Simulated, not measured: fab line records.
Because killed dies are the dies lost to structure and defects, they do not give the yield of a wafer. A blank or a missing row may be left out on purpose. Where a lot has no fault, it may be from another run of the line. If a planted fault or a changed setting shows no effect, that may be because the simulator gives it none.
Chamber matching :: flow n5-finfet :: 4 sister chambers for N5_BEOL_M1_ETCH_63 on rie-diel-01
The step etches SiARC in CF4, target depth 15.6 nm, time 26 s. 16 wafers are shown with their chamber, then 8 later ones without.

== EACH WAFER AND ITS CHAMBER ==
wafer: L079.3
chamber: 3
showerhead-plenum-p-Torr (Torr): 2.14
drypump-motor-current-A (A): 6.4
oes-product-au (a.u.): 0.63

wafer: L079.4
chamber: 2
showerhead-plenum-p-Torr (Torr): 2.20
drypump-motor-current-A (A): 5.7
oes-product-au (a.u.): 0.61

wafer: L079.5
chamber: 1
showerhead-plenum-p-Torr (Torr): 2.27
drypump-motor-current-A (A): 5.9
oes-product-au (a.u.): 0.76

wafer: L082.1
chamber: 1
showerhead-plenum-p-Torr (Torr): 2.27
drypump-motor-current-A (A): 5.9
oes-product-au (a.u.): 0.75

wafer: L082.4
chamber: 2
showerhead-plenum-p-Torr (Torr): 2.20
drypump-motor-current-A (A): 5.7
oes-product-au (a.u.): 0.61

wafer: L082.5
chamber: 3
showerhead-plenum-p-Torr (Torr): 2.14
drypump-motor-current-A (A): 6.3
oes-product-au (a.u.): 0.63

wafer: L084.1
chamber: 2
showerhead-plenum-p-Torr (Torr): 2.20
drypump-motor-current-A (A): 5.7
oes-product-au (a.u.): 0.61

wafer: L084.2
chamber: 3
showerhead-plenum-p-Torr (Torr): 2.14
drypump-motor-current-A (A): 6.3
oes-product-au (a.u.): 0.62

wafer: L084.4
chamber: 0
showerhead-plenum-p-Torr (Torr): 2.19
drypump-motor-current-A (A): 5.8
oes-product-au (a.u.): 0.79

wafer: L086.1
chamber: 1
showerhead-plenum-p-Torr (Torr): 2.27
drypump-motor-current-A (A): 5.9
oes-product-au (a.u.): 0.74

wafer: L086.2
chamber: 3
showerhead-plenum-p-Torr (Torr): 2.14
drypump-motor-current-A (A): 6.3
oes-product-au (a.u.): 0.62

wafer: L086.4
chamber: 2
showerhead-plenum-p-Torr (Torr): 2.20
drypump-motor-current-A (A): 5.7
oes-product-au (a.u.): 0.61

wafer: L089.1
chamber: 1
showerhead-plenum-p-Torr (Torr): 2.27
drypump-motor-current-A (A): 5.9
oes-product-au (a.u.): 0.73

wafer: L089.2
chamber: 3
showerhead-plenum-p-Torr (Torr): 2.13
drypump-motor-current-A (A): 6.3
oes-product-au (a.u.): 0.61

wafer: L089.6
chamber: 2
showerhead-plenum-p-Torr (Torr): 2.20
drypump-motor-current-A (A): 5.7
oes-product-au (a.u.): 0.60

wafer: L090.1
chamber: 0
showerhead-plenum-p-Torr (Torr): 2.19
drypump-motor-current-A (A): 5.8
oes-product-au (a.u.): 0.78

SIGNATURES (averages over the wafers above)
reading: showerhead-plenum-p-Torr
chamber 0: 2.1900
chamber 1: 2.2700
chamber 2: 2.2000
chamber 3: 2.1380
scatter within a chamber: 0.00258

reading: drypump-motor-current-A
chamber 0: 5.800
chamber 1: 5.900
chamber 2: 5.700
chamber 3: 6.320
scatter within a chamber: 0.0258

reading: oes-product-au
chamber 0: 0.7850
chamber 1: 0.7450
chamber 2: 0.6080
chamber 3: 0.6220
scatter within a chamber: 0.00871
Rule: for a wafer and a chamber, the distance is found by dividing, reading by reading, the gap between the wafer's reading and the chamber's mean by the reading's scatter, squaring, summing and taking the root. The wafer belongs to the nearest chamber; if the next one is less than 2 further off, it can't be placed. The scatter: take each reading less its chamber's mean, square it, sum over the shown wafers, divide by the number of wafers less the number of chambers, and take the root.

== WAFERS WHOSE CHAMBER IS MISSING ==
wafer: L090.4
showerhead-plenum-p-Torr (Torr): 2.13
drypump-motor-current-A (A): 6.3
oes-product-au (a.u.): 0.62

wafer: L090.5
showerhead-plenum-p-Torr (Torr): 2.19
drypump-motor-current-A (A): 5.8
oes-product-au (a.u.): 0.78

wafer: L092.1
showerhead-plenum-p-Torr (Torr): 2.18
drypump-motor-current-A (A): 5.8
oes-product-au (a.u.): 0.76

wafer: L092.2
showerhead-plenum-p-Torr (Torr): 2.27
drypump-motor-current-A (A): 5.9
oes-product-au (a.u.): 0.72

wafer: L092.5
showerhead-plenum-p-Torr (Torr): 2.13
drypump-motor-current-A (A): 6.3
oes-product-au (a.u.): 0.62

wafer: L094.1
showerhead-plenum-p-Torr (Torr): 2.19
drypump-motor-current-A (A): 5.7
oes-product-au (a.u.): 0.59

wafer: L094.4
showerhead-plenum-p-Torr (Torr): 2.18
drypump-motor-current-A (A): 5.8
oes-product-au (a.u.): 0.75

wafer: L094.5
showerhead-plenum-p-Torr (Torr): 2.19
drypump-motor-current-A (A): 5.7
oes-product-au (a.u.): 0.60

== WHICH CHAMBER EACH WENT THROUGH ==
wafer: L090.4
from the rows above: 3
in truth: 3

wafer: L090.5
from the rows above: 0
in truth: 0

wafer: L092.1
from the rows above: 0
in truth: 0

wafer: L092.2
from the rows above: 1
in truth: 1

wafer: L092.5
from the rows above: 3
in truth: 3

wafer: L094.1
from the rows above: 2
in truth: 2

wafer: L094.4
from the rows above: 0
in truth: 0

wafer: L094.5
from the rows above: 2
in truth: 2
8 of 8 placed correctly. From these rows, 0 cannot be placed. Placed wrongly: 0.
